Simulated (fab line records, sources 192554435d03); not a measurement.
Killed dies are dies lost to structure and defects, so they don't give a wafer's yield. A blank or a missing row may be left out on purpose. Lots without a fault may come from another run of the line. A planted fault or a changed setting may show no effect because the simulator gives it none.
fab line records | flow n5_finfet
record lots=6 wafers=18 last_day=19
route steps=1938 shown BEOL_M14@1739 PASSIVATION@1936
lots that met no fault: from a run of the same line without faults
start_h: hours from the record's first day to the start of the lot's first wafer shown | wait_h: hours since the lot's step before | " the same as in the row above | L1.1+2: a row that stands for several wafers | - no value, or no start given | * or withheld: withheld | < > ~ a bound
route shown NAME@n: a module of which the file shows steps, and the number in the route of the first | usual: mean/standard deviation of fault-free wafers | same: alike in all rows | chamber/n: place in a boat | sites: the reading at each site | _std_site: their standard deviation | _edge_site: outer sites' mean less inner sites' | radius_mm: how far each site lies from the wafer's centre | mask NAME#n: copy n | behind: the tool/chamber that last shaped the wafer | hold: why the lot was held/for how many hours/how that ended | device: the transistor (n, p or np) that didn't switch | end of line: the same wafers' tests at the end of the route | a step without rows: its recipe alone | killed: dies lost to structure and defects at the first sort, not the wafer's yield | map: a wafer's dies, x killed, . not, _ none there
set.NAME: the setting as run; set.NAME@STEP: as run at that earlier step | model.NAME: the simulator's own value behind a step, which no gauge read
lots at some steps of the route; a table a step, a row a wafer
services: from which hour (start_h, from the record's first day; less than 0 if before it) a tool's chamber was out of use, for how many hours, and why
## steps
# step N5_BEOL_M14_COAT_22
# recipe spin_rpm=2888 resist_thk_nm=300
# step N5_BEOL_M14_EBR_24
# recipe solvent=PGMEA ebr_width_mm=1.5
# step N5_BEOL_M14_SOFTBAKE_23
# recipe temp_c=130 time_s=60
# step N5_BEOL_M14_EXPOSE_25
# recipe mask_id=M14 na=0.8 source_shape=annular sigma_inner=0.5 sigma_outer=0.8 polarization=unpolarized target_cd_nm=280 dose_mj=26.6
# step N5_BEOL_M14_PEB_26
# recipe peb_temp_c=130 peb_time_s=90
# step N5_BEOL_M14_DEVELOP_27
# recipe develop_time_s=45 rinse_liquid=diw dry=air_spin dev_temp_c=21
# step N5_BEOL_M14_HARDBAKE_32
# recipe temp_c=130 time_s=120
# step N5_BEOL_M14_CD_MEAS_28
# recipe target_cd_nm=284.4 landing_energy_ev=500 detector=se_inlens
# usual cd_nm=284.5/1.6
# columns lot.wafer tool chamber start_h wait_h cd_nm
L499.1 cd_sem-03 0 323.35 - 285.2
L499.2 " 0 " " 284.1
L499.3 " 0 " " 285.9
L503.3 cd_sem-01 0 359.14 - 286.5
L503.4 " 0 " " 288.0
L503.5 " 0 " " 286.0
L504.2 cd_sem-01 0 363.35 - 282.1
L504.5 " 0 " " 284.0
L504.6 " 0 " " 284.8
L506.2 cd_sem-03 0 382.20 - 283.2
L506.5 " 0 " " 283.5
L506.6 " 0 " " 285.4
L513.1 cd_sem-03 0 415.84 - 284.4
L513.3 " 0 " " 284.5
L513.4 " 0 " " 287.2
L519.2 cd_sem-03 0 436.48 - 284.0
L519.3 " 0 " " 284.1
L519.4 " 0 " " 282.3
# step N5_BEOL_M14_OVL_MEAS_29
# recipe points_per_wafer=44
# usual M14_OVL=-2/5.4
# columns lot.wafer tool chamber start_h wait_h M14_OVL[nm]
L499.1 overlay-01 0 323.38 0.0 -9
L499.2 " 0 " " -3
L499.3 " 0 " " -4
L503.3 overlay-01 0 359.17 0.0 6
L503.4 " 0 " " 4
L503.5 " 0 " " -2
L504.2 overlay-01 0 363.38 0.0 -5
L504.5 " 0 " " -6
L504.6 " 0 " " 1
L506.2 overlay-01 0 382.23 0.0 -9
L506.5 " 0 " " -11
L506.6 " 0 " " -20
L513.1 overlay-01 0 415.87 0.0 3
L513.3 " 0 " " 1
L513.4 " 0 " " 2
L519.2 overlay-01 0 436.51 0.0 -2
L519.3 " 0 " " -3
L519.4 " 0 " " -1
# step N5_BEOL_M14_INSPECT_30
# recipe mode=adi inspect_instrument=macro
# usual raw_defect_count=2.0/1.4
# columns lot.wafer tool chamber start_h wait_h raw_defect_count
L499.1 defect_inspect-01 - 323.40 0.0 2
L499.2 " - " " 1
L499.3 " - " " 3
L503.3 defect_inspect-02 - 359.19 0.0 1
L503.4 " - " " 0
L503.5 " - " " 3
L504.2 defect_inspect-02 - 363.40 0.0 3
L504.5 " - " " 2
L504.6 " - " " 0
L506.2 defect_inspect-02 - 382.25 0.0 3
L506.5 " - " " 1
L506.6 " - " " 2
L513.1 defect_inspect-02 - 415.90 0.0 0
L513.3 " - " " 2
L513.4 " - " " 2
L519.2 defect_inspect-02 - 436.53 0.0 1
L519.3 " - " " 1
L519.4 " - " " 2
# step N5_BEOL_M14_DESCUM_33
# recipe chemistry=O2 time_s=7.9 source_power_w=50 bias_power_w=20 pressure_mtorr=20 rf_frequency_hz=2.712e+07 temp_c=40 o2_flow_sccm=225
# usual drypump_motor_current_A=5.9/0.51 oes_product_au=0.80/0.076 rf_vpp_V=242.6/1.3 showerhead_plenum_p_Torr=2.06/0.072 throttle_valve_pct=20.41/0.19
# columns lot.wafer tool chamber start_h wait_h drypump_motor_current_A oes_product_au rf_hours_counter_h rf_vpp_V showerhead_plenum_p_Torr throttle_valve_pct
L499.1 rie_diel-01 3 323.51 0.1 5.1 0.72 207 239.0 1.90 20.28
L499.2 " 1 " " 6.4 0.80 95 242.0 2.03 20.18
L499.3 " 2 " " 5.4 0.67 247 243.1 2.14 20.52
L503.3 rie_diel-03 2 359.23 0.0 6.7 0.80 107 243.9 2.10 20.58
L503.4 " 1 " " 6.5 0.79 90 242.5 2.11 20.28
L503.5 " 1 " " 6.5 0.79 - 242.8 2.12 20.26
L504.2 rie_diel-01 2 363.44 0.0 5.4 0.97 9 243.5 2.13 20.27
L504.5 " 2 " " 5.4 0.96 - 244.1 2.13 20.26
L504.6 " 3 " " 5.1 0.71 - 241.7 1.90 20.31
L506.2 rie_diel-01 3 382.29 0.0 5.2 0.69 232 240.6 1.89 20.32
L506.5 " 0 " " 6.2 0.71 - 241.1 1.99 20.68
L506.6 " 1 " " 6.4 0.78 - 241.4 2.03 20.18
L513.1 rie_diel-03 2 416.04 0.1 6.7 0.77 128 244.4 2.10 20.64
L513.3 " 3 " " 5.6 0.86 47 245.0 2.13 20.65
L513.4 " 0 " " 6.0 0.76 140 241.7 2.00 20.47
L519.2 rie_diel-03 0 436.57 0.0 6.0 0.76 148 242.1 1.99 20.49
L519.3 " 1 " " 6.5 0.77 117 243.5 2.10 20.31
L519.4 " 3 " " 5.6 0.85 56 243.6 2.13 20.67
# step N5_BEOL_M14_ETCH_67
# recipe chemistry=CF4 target=SiARC target_depth_a=1430 time_s=238.3 ion_energy_ev=80 pressure_mtorr=40 source_w=545 bias_w=36 Ar_flow_sccm=100 cf4_flow_sccm=100 ends=cleared
# usual cf4_flow_sccm=99.98/0.27 drypump_motor_current_A=5.9/0.51 etch_rf_on_time_s=238/5.7 oes_product_au=0.69/0.066 rf_vpp_V=183.7/1.2 showerhead_plenum_p_Torr=2.11/0.073 throttle_valve_pct=15.62/0.19
# columns lot.wafer tool chamber start_h wait_h cf4_flow_sccm drypump_motor_current_A etch_rf_on_time_s oes_product_au rf_hours_counter_h rf_vpp_V showerhead_plenum_p_Torr throttle_valve_pct
L499.1 rie_diel-01 3 323.54 0.0 100.33 5.1 238 0.62 207 181.9 1.95 15.54
L499.2 " 1 " " 100.22 6.4 231 0.68 95 182.6 2.08 15.34
L499.3 " 2 " " 100.52 5.5 243 0.58 247 184.2 2.19 15.83
L503.3 rie_diel-03 2 359.26 0.0 99.59 6.7 230 0.68 107 185.3 2.16 15.82
L503.4 " 1 " " 100.28 6.5 240 0.68 90 183.7 2.16 15.45
L503.5 " 1 " " 100.20 6.5 242 0.68 - 183.3 2.16 15.43
L504.2 rie_diel-01 2 363.47 0.0 100.65 5.4 236 0.82 9 186.3 2.18 15.38
L504.5 " 2 " " 100.09 5.4 236 0.83 - 185.0 2.18 15.38
L504.6 " 3 " " 99.82 5.1 242 0.61 - 182.2 1.94 15.55
L506.2 rie_diel-01 3 382.32 0.0 100.32 5.1 239 0.60 232 181.6 1.94 15.58
L506.5 " 0 " " 99.71 6.2 245 0.61 - 181.6 2.04 15.87
L506.6 " 1 " " 99.76 6.5 230 0.66 - 182.0 2.08 15.37
L513.1 rie_diel-03 2 416.07 0.0 100.02 6.7 230 0.66 128 183.1 2.16 15.86
L513.3 " 3 " " 99.92 5.6 240 0.74 47 184.7 2.18 15.77
L513.4 " 0 " " 100.12 6.0 241 0.65 140 182.2 2.07 15.77
L519.2 rie_diel-03 0 436.60 0.0 99.86 6.0 241 0.64 148 183.0 2.06 15.79
L519.3 " 1 " " 100.35 6.5 239 0.66 117 184.5 2.15 15.49
L519.4 " 3 " " 99.72 5.6 239 0.73 56 185.6 2.18 15.80
# step N5_BEOL_M14_ETCH_68
# recipe chemistry=N2/H2 target=SOC mask_material=SiARC source_w=3000 bias_w=350 temp_c=40 time_s=450 ion_energy_ev=200 pressure_mtorr=30 n2_flow_sccm=200 h2_flow_sccm=200
# usual drypump_motor_current_A=6.0/0.51 oes_product_au=0.80/0.077 rf_vpp_V=522.8/2.6 showerhead_plenum_p_Torr=2.50/0.092 throttle_valve_pct=17.75/0.18
# columns lot.wafer tool chamber start_h wait_h drypump_motor_current_A oes_product_au rf_hours_counter_h rf_vpp_V showerhead_plenum_p_Torr throttle_valve_pct model.SiARC_of_BEOL_M14_COAT_66.thk_nm model.BEOL_M14.cd_nm
L499.1 rie_diel-01 3 323.69 0.1 5.1 0.72 207 517.6 2.30 17.50 66.2 280.2
L499.2 " 1 " " 6.5 0.78 95 521.8 2.48 17.61 64.8 278.4
L499.3 " 2 " " 5.4 0.69 247 525.2 2.61 17.94 65.2 281
L503.3 rie_diel-03 2 359.41 0.1 6.7 0.78 107 524.6 2.56 17.89 64.6 281.2
L503.4 " 1 " " 6.5 0.80 90 522.5 2.57 17.60 65.4 283
L503.5 " 1 " " 6.5 0.81 - 524.1 2.57 17.61 65.2 280.2
L504.2 rie_diel-01 2 363.62 0.1 5.4 1.35 10 525.3 2.60 17.62 35.4 294.8
L504.5 " 2 " " 5.4 0.98 - 526.0 2.60 17.61 63.4 283.8
L504.6 " 3 " " 5.2 0.71 - 518.2 2.29 17.56 66 280
L506.2 rie_diel-01 3 382.47 0.1 5.1 0.97 232 516.7 2.29 17.57 40 290
L506.5 " 0 " " 6.3 0.71 - 521.0 2.40 17.86 65.6 281.8
L506.6 " 1 " " 6.5 0.77 - 522.3 2.47 17.63 64.6 281.6
L513.1 rie_diel-03 2 416.22 0.1 6.7 0.76 128 524.9 2.55 17.91 65.2 280.6
L513.3 " 3 " " 5.6 0.85 48 525.1 2.59 17.97 66.6 281.6
L513.4 " 0 " " 6.0 0.76 140 520.8 2.45 18.05 66.8 281.2
L519.2 rie_diel-03 0 436.75 0.1 6.0 0.75 148 522.0 2.44 18.05 66 277.6
L519.3 " 1 " " 6.5 0.77 117 524.6 2.56 17.65 66 281.4
L519.4 " 3 " " 5.6 0.85 56 525.6 2.59 17.99 65.6 277.6
# step N5_BEOL_M14_STRIP_69
# recipe chemistry=N2/H2 temp_c=40 n2_flow_sccm=200 h2_flow_sccm=200 rf_frequency_hz=6e+07
# step N5_BEOL_M14_TRENCH_ETCH_34
# recipe chemistry=C4F8/O2/Ar target=SiO2 target_depth_a=5566.5 mask_material=SOC he_inner_torr=15 he_outer_torr=30 time_s=126.9 ion_energy_ev=800 pressure_mtorr=20 source_w=1905 bias_w=2040 Ar_flow_sccm=400 C4F8_flow_sccm=16 O2_flow_sccm=12
# usual drypump_motor_current_A=6.0/0.5 oes_f_703_au=0.80/0.071 oes_product_au=0.80/0.077 rf_vpp_V=2203/40 showerhead_plenum_p_Torr=3.39/0.12 throttle_valve_pct=30.92/0.25
# columns lot.wafer tool chamber start_h wait_h drypump_motor_current_A oes_f_703_au oes_product_au rf_hours_counter_h rf_vpp_V showerhead_plenum_p_Torr throttle_valve_pct
L499.1 rie_diel-01 3 323.96 0.0 5.1 0.74 0.71 207 2202 3.13 30.44
L499.2 " 1 " " 6.4 0.80 0.79 95 2172 3.34 30.60
L499.3 " 2 " " 5.4 0.67 0.68 247 2265 3.52 30.94
L503.3 rie_diel-03 2 359.68 0.0 6.7 0.80 0.80 108 2161 3.48 31.26
L503.4 " 1 " " 6.5 0.82 0.79 90 2178 3.47 30.68
L503.5 " 1 " " 6.5 0.82 0.80 - 2178 3.47 30.69
L504.2 rie_diel-01 2 363.89 0.0 5.4 0.94 0.95 10 2266 3.51 30.94
L504.5 " 2 " " 5.4 0.94 0.95 - 2264 3.51 30.92
L504.6 " 3 " " 5.1 0.73 0.70 - 2201 3.12 30.45
L506.2 rie_diel-01 3 382.74 0.0 5.2 0.73 0.71 232 2199 3.12 30.48
L506.5 " 0 " " 6.2 0.71 0.71 - 2156 3.27 31.05
L506.6 " 1 " " 6.4 0.78 0.78 - 2170 3.33 30.62
L513.1 rie_diel-03 2 416.49 0.0 6.7 0.79 0.78 128 2159 3.47 31.28
L513.3 " 3 " " 5.6 0.87 0.87 48 2271 3.50 31.21
L513.4 " 0 " " 6.0 0.76 0.76 141 2212 3.31 31.13
L519.2 rie_diel-03 0 437.02 0.0 6.0 0.75 0.75 149 2213 3.31 31.13
L519.3 " 1 " " 6.5 0.79 0.77 117 2178 3.45 30.71
L519.4 " 3 " " 5.6 0.85 0.85 56 2273 3.50 31.21
# step N5_BEOL_M14_STRIP_70
# recipe chemistry=C4F8/O2/Ar resist=SiARC rf_frequency_hz=6e+07
# step N5_BEOL_M14_OCD_MEAS_35
# usual trench_depth_nm=557/14
# columns lot.wafer tool chamber start_h wait_h trench_depth_nm
L499.1 ocd-02 - 324.12 0.0 548
L499.2 " - " " 574
L499.3 " - " " 542
L503.3 ocd-01 - 359.84 0.0 573
L503.4 " - " " 545
L503.5 " - " " 548
L504.2 ocd-02 - 364.05 0.0 560
L504.5 " - " " 555
L504.6 " - " " 545
L506.2 ocd-01 - 382.90 0.0 552
L506.5 " - " " 537
L506.6 " - " " 576
L513.1 ocd-02 - 416.65 0.0 576
L513.3 " - " " 557
L513.4 " - " " 550
L519.2 ocd-01 - 437.18 0.0 553
L519.3 " - " " 550
L519.4 " - " " 551
# step N5_BEOL_M14_STRIP_37
# recipe chemistry=O2 power_w=600 temp_c=60 pressure_mtorr=30 rf_frequency_hz=6e+07 bias_power_w=0 overash_fraction=0.3 o2_flow_sccm=225
# usual drypump_motor_current_A=5.8/0.44 oes_product_au=0.80/0.074 rf_vpp_V=3.6/0.88 showerhead_plenum_p_Torr=2.06/0.072 throttle_valve_pct=16.61/0.19
# columns lot.wafer tool chamber start_h wait_h drypump_motor_current_A oes_product_au rf_hours_counter_h rf_vpp_V showerhead_plenum_p_Torr throttle_valve_pct
L499.1 rie_diel-05 3 325.69 1.6 5.5 0.85 45 1.7 2.05 16.34
L499.2 " 1 " " 6.2 0.86 56 2.8 2.04 16.53
L499.3 " 2 " " 5.6 0.71 232 3.2 2.17 16.94
L503.3 rie_diel-05 0 361.14 1.3 5.4 0.79 106 2.8 2.09 16.52
L503.4 " 2 " " 5.6 0.69 245 5.5 2.16 16.96
L503.5 " 1 " " 6.1 0.84 - 3.1 2.04 16.54
L504.2 rie_diel-01 0 365.23 1.2 6.2 0.72 208 3.2 1.99 16.96
L504.5 " 2 " " 5.4 0.96 - 2.5 2.13 16.44
L504.6 " 3 " " 5.2 0.71 - 2.8 1.90 16.69
L506.2 rie_diel-03 3 383.87 1.0 5.6 0.86 36 1.7 2.14 16.87
L506.5 " 3 " " 5.6 0.87 - 2.8 2.14 16.84
L506.6 " 2 " " 6.7 0.77 - 4.8 2.10 16.85
L513.1 rie_diel-05 0 417.91 1.3 5.4 0.77 129 2.4 2.08 16.54
L513.3 " 2 " " 5.6 0.92 10 1.7 2.16 16.54
L513.4 " 1 " " 6.2 0.81 92 3.0 2.03 16.59
L519.2 rie_diel-01 1 438.57 1.4 6.4 0.75 135 3.9 2.02 16.47
L519.3 " 0 " " 6.2 0.69 238 4.1 1.98 16.97
L519.4 " 2 " " 5.4 0.88 - 3.0 2.12 16.50
# step N5_BEOL_M14_ETCH_38
# recipe chemistry=CF4/N2 target=SiCN target_depth_a=1065 taper_deg=2 time_s=120.6 ion_energy_ev=150 mask_material=SiO2 pressure_mtorr=40 source_w=430 bias_w=70 Ar_flow_sccm=100 cf4_flow_sccm=60 n2_flow_sccm=60
# usual cf4_flow_sccm=60.00/0.16 drypump_motor_current_A=5.8/0.44 oes_product_au=0.80/0.077 rf_vpp_V=381.4/1.9 showerhead_plenum_p_Torr=2.17/0.077 throttle_valve_pct=15.40/0.19
# columns lot.wafer tool chamber start_h wait_h cf4_flow_sccm drypump_motor_current_A oes_product_au rf_hours_counter_h rf_vpp_V showerhead_plenum_p_Torr throttle_valve_pct model.BEOL_M14.cd_nm
L499.1 rie_diel-05 3 - - 59.85 5.6 0.87 45 381.7 2.16 15.11 280.2
L499.2 " 1 " " 59.88 6.2 0.85 56 380.2 2.15 15.29 278.8
L499.3 " 2 " " 59.95 5.6 0.74 232 383.8 2.27 15.69 281
L503.3 rie_diel-05 0 - - 60.22 5.4 0.79 106 383.5 2.23 15.45 281.2
L503.4 " 2 " " 60.01 5.6 0.73 245 384.1 2.27 15.74 283.4
L503.5 " 1 " " 60.12 6.2 0.85 - 380.5 2.15 15.33 280.8
L504.2 rie_diel-01 0 - - 59.96 6.2 0.70 208 380.9 2.10 15.66 294.8
L504.5 " 2 " " 60.16 5.4 0.96 - 383.1 2.25 15.23 283.6
L504.6 " 3 " " 59.98 5.1 0.72 - 377.6 2.00 15.38 279.8
L506.2 rie_diel-03 3 - - 60.06 5.6 0.88 36 382.9 2.25 15.59 289.4
L506.5 " 3 " " 59.69 5.6 0.88 - 383.2 2.25 15.58 281.6
L506.6 " 2 " " 60.02 6.7 0.77 - 382.9 2.23 15.68 282
L513.1 rie_diel-05 0 - - 60.03 5.3 0.76 129 381.1 2.22 15.48 280.6
L513.3 " 2 " " 59.92 5.6 0.94 10 384.6 2.26 15.26 281.8
L513.4 " 1 " " 60.06 6.2 0.82 92 381.1 2.14 15.38 280.8
L519.2 rie_diel-01 1 - - 59.92 6.4 0.75 135 379.2 2.13 15.26 277.4
L519.3 " 0 " " 59.83 6.2 0.68 238 379.8 2.09 15.72 281.6
L519.4 " 2 " " 59.95 5.4 0.89 - 384.3 2.24 15.28 277.4
# step N5_BEOL_M14_PRECLEAN_39
# recipe chemistry=residue_remover time_s=60 temp_c=40
# step N5_PASSIVATION_PROBE_49
# usual defect_limited_yield=90.9/1.4 killed_at_M0_to_M3=38/11 killed_at_M4_up=13/5.9 killed_at_contacts=14/6.4 killed_at_front_end=38/11 killed_at_other=3.3/2.5 killed_dies=107/16 killed_open=70/12 killed_short=35/7.7 sort_bin_4_leakage=0.00/0.007 sort_bin_5_function=5.3/0.94 sort_bin_6_memory=3.5/0.7 sort_n_pass=1073/16 sort_yield_pct=90.9/1.4
# same gross_dies=1180 killed_at_back_side=0 sort_bin_8_speed[%]=0
# columns lot.wafer tool chamber start_h wait_h defect_limited_yield[%] killed_at_M0_to_M3 killed_at_M4_up killed_at_contacts killed_at_front_end killed_at_other killed_dies killed_open killed_short sort_bin_4_leakage[%] sort_bin_5_function[%] sort_bin_6_memory[%] sort_n_pass sort_yield_pct[%]
L499.1 prober-01 - 349.66 0.0 90.6 25 11 16 56 3 111 66 43 0 5.7 3.3 1069 90.6
L499.2 prober-01 - 349.71 0.1 90.4 24 7 25 53 4 113 75 35 0 5.7 3.6 1067 90.4
L499.3 prober-01 - 349.76 0.1 90.6 26 9 16 60 0 111 69 41 0 4.7 4.4 1069 90.6
L503.3 prober-02 - 381.90 0.1 89.4 46 22 11 43 3 125 93 30 0 6.2 3.8 1055 89.4
L503.4 prober-02 - 381.95 0.2 90.6 34 24 8 41 4 111 72 38 0 6.0 3.0 1069 90.6
L503.5 prober-02 - 382.00 0.2 93.0 28 17 13 25 0 83 61 21 0 4.5 2.4 1097 93.0
L504.2 prober-01 - 395.17 0.1 90.6 45 13 9 38 6 111 78 31 0 5.2 3.6 1069 90.6
L504.5 prober-01 - 395.32 0.2 91.2 44 14 11 34 1 104 70 33 0 5.0 3.6 1076 91.2
L504.6 prober-01 - 395.37 0.3 90.0 40 12 23 37 6 118 75 41 0 6.4 3.2 1062 90.0
L506.2 prober-02 - 406.71 0.1 92.1 39 9 9 34 2 93 55 36 0 4.5 3.2 1087 92.1
L506.5 prober-02 - 406.86 0.2 92.1 43 10 6 31 3 93 60 30 0 4.0 3.7 1087 92.1
L506.6 prober-02 - 406.91 0.3 91.9 38 11 8 33 5 95 67 26 0 4.3 3.6 1085 91.9
L513.1 prober-01 - 443.68 0.0 91.4 26 6 16 44 9 101 65 36 0 4.7 3.4 1079 91.4
L513.3 prober-01 - 443.78 0.1 92.4 24 8 6 46 6 90 66 23 0 4.0 3.2 1090 92.4
L513.4 prober-01 - 443.83 0.2 92.3 33 10 4 41 3 91 61 29 0 3.4 4.2 1089 92.3
L519.2 prober-01 - 464.56 0.3 89.0 46 18 21 39 6 130 76 52 0 5.0 5.4 1050 89.0
L519.3 prober-01 - 464.61 0.3 90.8 45 23 9 28 3 108 75 32 0.08 5.7 3.2 1071 90.8
L519.4 prober-01 - 464.66 0.4 90.3 43 18 18 34 2 115 76 38 0 5.7 3.7 1065 90.3
# killed by level:class
L499.1 FIN_SAQP:geometric_particle:open=15 FIN_SAQP:geometric_particle:short=14 MOL_CONTACT_COAG:geometric_particle:open=12 BEOL_M3:geometric_particle:open=7 GATE_CUT:geometric_particle:short=7 BEOL_M4:geometric_particle:open=6 GATE_CUT:geometric_particle:open=6 MOL_CONTACT_COAG:geometric_particle:short=4
L499.2 MOL_CONTACT_COAG:geometric_particle:open=20 FIN_SAQP:geometric_particle:open=17 BEOL_M0_SAQP:geometric_particle:open=10 FIN_SAQP:geometric_particle:short=9 BEOL_M0_SAQP:geometric_particle:short=8 STI_FIN_REVEAL:geometric_particle:open=6 GATE_CUT:geometric_particle:short=5 MOL_CONTACT_COAG:geometric_particle:short=5
L499.3 FIN_SAQP:geometric_particle:short=19 MOL_CONTACT_COAG:geometric_particle:open=13 FIN_SAQP:geometric_particle:open=12 STI_FIN_REVEAL:geometric_particle:open=9 BEOL_M0_SAQP:geometric_particle:short=7 BEOL_M3:geometric_particle:open=7 BEOL_M4:geometric_particle:open=6 DUMMY_GATE:geometric_particle:open=5
L503.3 BEOL_M3:geometric_particle:open=16 STI_FIN_REVEAL:geometric_particle:open=14 BEOL_M0_SAQP:geometric_particle:open=13 MOL_CONTACT_COAG:geometric_particle:open=10 BEOL_M4:geometric_particle:open=10 FIN_SAQP:geometric_particle:open=7 BEOL_M0_SAQP:geometric_particle:short=6 BEOL_M4:geometric_particle:short=5
L503.4 BEOL_M0_SAQP:geometric_particle:short=12 BEOL_M4:geometric_particle:open=12 FIN_SAQP:geometric_particle:open=9 FIN_SAQP:geometric_particle:short=8 MOL_CONTACT_COAG:geometric_particle:open=7 BEOL_M0_SAQP:geometric_particle:open=7 BEOL_M5:geometric_particle:open=6 GATE_CUT:geometric_particle:open=5
L503.5 MOL_CONTACT_COAG:geometric_particle:open=11 BEOL_M4:geometric_particle:open=9 BEOL_M0_SAQP:geometric_particle:open=7 FIN_SAQP:geometric_particle:short=6 STI_FIN_REVEAL:geometric_particle:open=6 BEOL_M1:geometric_particle:open=6 BEOL_M0_SAQP:geometric_particle:short=4 BEOL_M3:geometric_particle:open=4
L504.2 BEOL_M2:geometric_particle:open=17 MOL_CONTACT_COAG:geometric_particle:open=9 BEOL_M0_SAQP:geometric_particle:open=8 STI_FIN_REVEAL:geometric_particle:open=7 FIN_SAQP:geometric_particle:short=6 BEOL_M1:geometric_particle:open=5 FIN_SAQP:geometric_particle:open=4 STARTING-WAFER:geometric_particle:open=4
L504.5 BEOL_M3:geometric_particle:open=9 MOL_CONTACT_COAG:geometric_particle:open=9 BEOL_M2:geometric_particle:open=9 BEOL_M0_SAQP:geometric_particle:open=8 FIN_SAQP:geometric_particle:open=7 BEOL_M3:geometric_particle:short=7 GATE_CUT:geometric_particle:short=6 STI_FIN_REVEAL:geometric_particle:open=5
L504.6 MOL_CONTACT_COAG:geometric_particle:open=16 BEOL_M2:geometric_particle:open=12 BEOL_M3:geometric_particle:open=8 MOL_CONTACT_COAG:geometric_particle:short=7 BEOL_M0_SAQP:geometric_particle:open=6 BEOL_M0_SAQP:geometric_particle:short=5 STI_FIN_REVEAL:geometric_particle:open=4 DUMMY_GATE:geometric_particle:short=4
L506.2 BEOL_M3:geometric_particle:open=13 FIN_SAQP:geometric_particle:open=6 GATE_CUT:geometric_particle:short=6 BEOL_M0_SAQP:geometric_particle:open=6 MOL_CONTACT_COAG:geometric_particle:open=5 BEOL_M0_SAQP:geometric_particle:short=5 MOL_CONTACT_COAG:geometric_particle:short=4 BEOL_M1:geometric_particle:open=4
L506.5 BEOL_M0_SAQP:geometric_particle:open=9 BEOL_M0_SAQP:geometric_particle:short=9 STI_FIN_REVEAL:geometric_particle:open=8 BEOL_M2:geometric_particle:open=8 BEOL_M3:geometric_particle:open=7 FIN_SAQP:geometric_particle:open=6 MOL_CONTACT_COAG:geometric_particle:open=5 GATE_CUT:geometric_particle:short=4
L506.6 BEOL_M3:geometric_particle:open=16 FIN_SAQP:geometric_particle:open=13 FIN_SAQP:geometric_particle:short=6 BEOL_M1:geometric_particle:open=6 MOL_CONTACT_COAG:geometric_particle:open=6 BEOL_M3:geometric_particle:short=5 BEOL_M0_SAQP:geometric_particle:short=4 BEOL_M0_SAQP:geometric_particle:open=4
L513.1 FIN_SAQP:geometric_particle:short=15 MOL_CONTACT_COAG:geometric_particle:open=14 STI_FIN_REVEAL:geometric_particle:open=8 BEOL_M1:geometric_particle:open=7 FIN_SAQP:geometric_particle:open=6 BEOL_M2:geometric_particle:open=5 BEOL_M3:geometric_particle:open=5 PASS1_CAP:geometric_particle:open=4
L513.3 STI_FIN_REVEAL:geometric_particle:open=17 FIN_SAQP:geometric_particle:open=12 STI_FIN_REVEAL:geometric_particle:short=6 BEOL_M0_SAQP:geometric_particle:short=5 MOL_CONTACT_COAG:geometric_particle:open=5 STARTING-WAFER:geometric_particle:open=5 BEOL_M0_SAQP:geometric_particle:open=4 BEOL_M1:geometric_particle:open=4
L513.4 STI_FIN_REVEAL:geometric_particle:open=12 BEOL_M2:geometric_particle:open=12 FIN_SAQP:geometric_particle:open=7 FIN_SAQP:geometric_particle:short=6 BEOL_M0_SAQP:geometric_particle:short=5 MOL_CONTACT_COAG:geometric_particle:open=4 BEOL_M3:geometric_particle:open=4 GATE_CUT:geometric_particle:short=3
L519.2 FIN_SAQP:geometric_particle:short=18 MOL_CONTACT_COAG:geometric_particle:open=18 BEOL_M0:geometric_particle:open=12 BEOL_M4:geometric_particle:open=10 BEOL_M0_SAQP:geometric_particle:short=7 FIN_SAQP:geometric_particle:open=5 DUMMY_GATE:geometric_particle:open=5 BEOL_M1:geometric_particle:open=5
L519.3 BEOL_M0_SAQP:geometric_particle:open=12 FIN_SAQP:geometric_particle:short=11 BEOL_M0:geometric_particle:open=8 BEOL_M2:geometric_particle:open=8 BEOL_M4:geometric_particle:open=8 FIN_SAQP:geometric_particle:open=7 MOL_CONTACT_COAG:geometric_particle:open=7 BEOL_M0_SAQP:geometric_particle:short=7
L519.4 MOL_CONTACT_COAG:geometric_particle:open=18 BEOL_M0_SAQP:geometric_particle:short=11 FIN_SAQP:geometric_particle:short=10 BEOL_M3:geometric_particle:open=10 BEOL_M0_SAQP:geometric_particle:open=6 BEOL_M0:geometric_particle:open=6 BEOL_M1:geometric_particle:open=6 GATE_CUT:geometric_particle:short=5
## services
# columns tool chamber start_h hours kind
rie_diel-03 - 322.81 14.6 pm
rie_diel-01 2 329.64 - clean
rie_diel-01 2 329.64 - consumable_replace:focus_ring
rie_diel-01 2 329.64 14.3 scheduled_down
rie_diel-01 2 329.64 14.3 vent_cycle
rie_diel-01 1 341.15 22.0 repair
rie_diel-05 2 349.12 1.4 repair
rie_diel-05 2 372.64 - clean
rie_diel-05 2 372.64 - consumable_replace:focus_ring
rie_diel-05 2 372.64 15.4 scheduled_down
rie_diel-05 2 372.64 15.4 vent_cycle
rie_diel-05 3 395.52 5.8 repair
rie_diel-01 2 422.68 5.6 repair
rie_diel-01 3 428.27 - clean
rie_diel-01 3 428.27 - consumable_replace:focus_ring
rie_diel-01 3 428.27 - consumable_replace:showerhead
rie_diel-01 3 428.27 18.9 scheduled_down
rie_diel-01 3 428.27 18.9 vent_cycle
## key
first_sign step=N5_BEOL_M14_ETCH_68 reading=oes_product_au direction=up sigmas=4.6 usual=0.80 struck=1.16
effect none on later readings
model_effect step=N5_BEOL_M14_ETCH_68 value=SiARC_of_BEOL_M14_COAT_66.thk_nm without=65 struck=37.7
model_effect step=N5_BEOL_M14_ETCH_38 value=BEOL_M14.cd_nm without=279.1 struck=292.1
met_at N5_BEOL_M14_ETCH_68
struck_wafers L504.2,L506.2
onset_between 323.69 363.62
fault kind=process_parameter_drift tool=rie_diel-01 chamber=- onset_h=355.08 steps=N5_BEOL_M14_ETCH_68 channel=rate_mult offset=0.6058 shape=step end_h=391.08 scope=struck_wafers_only
